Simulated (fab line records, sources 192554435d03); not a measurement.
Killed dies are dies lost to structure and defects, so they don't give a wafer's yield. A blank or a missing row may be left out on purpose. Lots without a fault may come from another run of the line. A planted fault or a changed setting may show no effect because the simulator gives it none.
fab line records | flow n5_finfet
record lots=12 wafers=36 last_day=19
route steps=1938 shown BEOL_M13@1715 BEOL_M14@1726
lots that met no fault: from a run of the same line without faults
start_h: hours from the record's first day to the start of the lot's first wafer shown | wait_h: hours since the lot's step before | " the same as in the row above | L1.1+2: a row that stands for several wafers | - no value, or no start given | * or withheld: withheld | < > ~ a bound
route shown NAME@n: a module of which the file shows steps, and the number in the route of the first | usual: mean/standard deviation of fault-free wafers | same: alike in all rows | chamber/n: place in a boat | sites: the reading at each site | _std_site: their standard deviation | _edge_site: outer sites' mean less inner sites' | radius_mm: how far each site lies from the wafer's centre | mask NAME#n: copy n | behind: the tool/chamber that last shaped the wafer | hold: why the lot was held/for how many hours/how that ended | device: the transistor (n, p or np) that didn't switch | end of line: the same wafers' tests at the end of the route | a step without rows: its recipe alone | killed: dies lost to structure and defects at the first sort, not the wafer's yield | map: a wafer's dies, x killed, . not, _ none there
set.NAME: the setting as run; set.NAME@STEP: as run at that earlier step | model.NAME: the simulator's own value behind a step, which no gauge read
steps of the route over a sample of lots; a table a step, a row a wafer
services: from which hour (start_h, from the record's first day; less than 0 if before it) a tool's chamber was out of use, for how many hours, and why
## steps
# step N5_BEOL_M13_INSPECT_55
# recipe inspect_instrument=darkfield mode=post_dep
# usual raw_defect_count=66/22
# columns lot.wafer tool chamber start_h wait_h raw_defect_count
L532.1 defect_inspect-02 - 276.82 0.0 63
L532.5 " - " " 72
L532.6 " - " " 55
L531.2 defect_inspect-01 - 279.74 0.0 50
L531.3 " - " " 46
L531.5 " - " " 31
L534.4 defect_inspect-01 - 304.56 0.0 38
L534.5 " - " " 78
L534.6 " - " " 42
L539.2 defect_inspect-01 - 310.28 0.0 61
L539.4 " - " " 55
L539.5 " - " " 84
L538.2 defect_inspect-01 - 310.81 0.0 46
L538.5 " - " " 67
L538.6 " - " " 80
L537.3 defect_inspect-02 - 318.64 0.0 75
L537.4 " - " " 88
L537.6 " - " " 86
L540.2 defect_inspect-02 - 336.89 0.0 114
L540.5 " - " " 88
L540.6 " - " " 75
L541.1 defect_inspect-01 - 342.76 0.0 48
L541.3 " - " " 62
L541.4 " - " " 72
L543.2 defect_inspect-01 - 365.38 0.0 55
L543.4 " - " " 83
L543.6 " - " " 58
L544.2 defect_inspect-02 - 368.71 0.0 63
L544.5 " - " " 77
L544.6 " - " " 70
L549.3 defect_inspect-01 - 427.98 0.0 72
L549.4 " - " " 61
L549.5 " - " " 44
L552.1 defect_inspect-01 - 437.84 0.0 54
L552.4 " - " " 35
L552.5 " - " " 58
# step N5_BEOL_M14_CD_MEAS_10
# recipe target_cd_nm=250 landing_energy_ev=500 detector=se_inlens polarity=opening
# usual cd_nm=249.9/1.1
# columns lot.wafer tool chamber start_h wait_h cd_nm
L532.1 cd_sem-02 0 277.47 - 247.9
L532.5 " 0 " " 249.5
L532.6 " 0 " " 249.7
L531.2 cd_sem-02 0 280.27 - 250.2
L531.3 " 0 " " 249.3
L531.5 " 0 " " 249.1
L534.4 cd_sem-01 0 305.22 - 248.8
L534.5 " 0 " " 247.5
L534.6 " 0 " " 248.4
L539.2 cd_sem-02 0 310.95 - 249.7
L539.4 " 0 " " 249.4
L539.5 " 0 " " 248.6
L538.2 cd_sem-01 0 311.49 - 250.3
L538.5 " 0 " " 251.1
L538.6 " 0 " " 250.0
L537.3 cd_sem-02 0 319.30 - 250.2
L537.4 " 0 " " 251.0
L537.6 " 0 " " 251.4
L540.2 cd_sem-01 0 337.44 - 252.2
L540.5 " 0 " " 251.5
L540.6 " 0 " " 250.6
L541.1 cd_sem-02 0 343.29 - 250.5
L541.3 " 0 " " 250.7
L541.4 " 0 " " 249.4
L543.2 cd_sem-01 0 366.04 - 250.3
L543.4 " 0 " " 249.7
L543.6 " 0 " " 250.0
L544.2 cd_sem-02 0 369.25 - 249.3
L544.5 " 0 " " 249.6
L544.6 " 0 " " 248.3
L549.3 cd_sem-01 0 428.52 - 250.0
L549.4 " 0 " " 249.1
L549.5 " 0 " " 250.4
L552.1 cd_sem-02 0 438.51 - 249.8
L552.4 " 0 " " 249.5
L552.5 " 0 " " 250.0
# step N5_BEOL_M14_COAT_22
# recipe spin_rpm=2888 resist_thk_nm=300
# usual chill_plate_temp_C=23.00/0.089 spin_speed_rpm=2888.0/2.3
# columns lot.wafer tool chamber start_h wait_h chill_plate_temp_C spin_speed_rpm
L532.1 litho_track-01 0 278.06 - 23.00 2889.7
L532.5 " 0 " " 22.97 2882.8
L532.6 " 0 " " 23.07 2886.5
L531.2 litho_track-02 0 281.06 - 22.99 2886.9
L531.3 " 0 " " 22.92 2891.7
L531.5 " 0 " " 22.89 2892.9
L534.4 litho_track-03 0 305.97 - 22.85 2887.2
L534.5 " 0 " " 22.95 2887.9
L534.6 " 0 " " 22.96 2890.6
L539.2 litho_track-01 0 311.52 - 22.84 2887.7
L539.4 " 0 " " 22.97 2888.0
L539.5 " 0 " " 22.97 2889.4
L538.2 litho_track-01 0 312.34 - 22.98 2893.0
L538.5 " 0 " " 23.16 2888.7
L538.6 " 0 " " 23.17 2886.7
L537.3 litho_track-01 0 319.86 - 23.17 2883.3
L537.4 " 0 " " 23.11 2890.1
L537.6 " 0 " " 22.93 2883.8
L540.2 litho_track-02 0 338.26 - 22.87 2885.5
L540.5 " 0 " " 22.91 2886.0
L540.6 " 0 " " 23.08 2886.7
L541.1 litho_track-03 0 344.16 - 22.87 2886.7
L541.3 " 0 " " 22.96 2890.2
L541.4 " 0 " " 22.96 2887.5
L543.2 litho_track-02 0 366.71 - 23.16 2888.4
L543.4 " 0 " " 23.04 2886.4
L543.6 " 0 " " 23.12 2890.9
L544.2 litho_track-01 0 369.81 - 23.05 2889.5
L544.5 " 0 " " 22.93 2891.7
L544.6 " 0 " " 23.03 2889.3
L549.3 litho_track-01 0 429.23 - 22.93 2707.5
L549.4 " 0 " " 23.11 2705.1
L549.5 " 0 " " 22.94 2704.9
L552.1 litho_track-01 0 439.42 - 22.99 2706.1
L552.4 " 0 " " 22.97 2703.8
L552.5 " 0 " " 23.02 2706.0
# step N5_BEOL_M14_CD_MEAS_28
# recipe target_cd_nm=284.4 landing_energy_ev=500 detector=se_inlens
# usual cd_nm=284.1/1.3
# columns lot.wafer tool chamber start_h wait_h cd_nm
L532.1 cd_sem-01 0 278.34 - 284.3
L532.5 " 0 " " 285.2
L532.6 " 0 " " 284.7
L531.2 cd_sem-01 0 281.35 - 284.2
L531.3 " 0 " " 285.1
L531.5 " 0 " " 284.0
L534.4 cd_sem-02 0 306.38 - 281.7
L534.5 " 0 " " 283.0
L534.6 " 0 " " 282.0
L539.2 cd_sem-03 0 311.80 - 282.0
L539.4 " 0 " " 283.2
L539.5 " 0 " " 281.5
L538.2 cd_sem-03 0 312.63 - 285.3
L538.5 " 0 " " 285.2
L538.6 " 0 " " 284.5
L537.3 cd_sem-01 0 320.27 - 283.9
L537.4 " 0 " " 285.2
L537.6 " 0 " " 282.5
L540.2 cd_sem-01 0 338.54 - 283.6
L540.5 " 0 " " 284.3
L540.6 " 0 " " 284.6
L541.1 cd_sem-01 0 344.57 - 282.4
L541.3 " 0 " " 281.9
L541.4 " 0 " " 282.3
L543.2 cd_sem-01 0 367.12 - 283.7
L543.4 " 0 " " 284.0
L543.6 " 0 " " 282.8
L544.2 cd_sem-02 0 370.22 - 285.2
L544.5 " 0 " " 287.1
L544.6 " 0 " " 286.3
L549.3 cd_sem-03 0 429.51 - 285.4
L549.4 " 0 " " 284.4
L549.5 " 0 " " 285.1
L552.1 cd_sem-03 0 439.83 - 281.4
L552.4 " 0 " " 282.6
L552.5 " 0 " " 282.8
## services
# columns tool chamber start_h hours kind
litho_track-02 - 268.20 - consumable_replace:filter
## key
first_sign step=N5_BEOL_M14_COAT_22 reading=spin_speed_rpm direction=down sigmas=80 usual=* struck=*
effect none on later readings
met_at N5_BEOL_M14_COAT_22
struck_lots L549,L552
not_acting_at N5_BEOL_M13_INSPECT_55,N5_BEOL_M14_CD_MEAS_10,N5_BEOL_M14_CD_MEAS_28
onset_between 369.81 429.23
fault kind=process_parameter_drift tool=litho_track-01 chamber=- onset_h=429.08 steps=N5_BEOL_M14_COAT_22 channel=spin_rpm offset=* shape=step end_h=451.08 acts_in=* stated=*
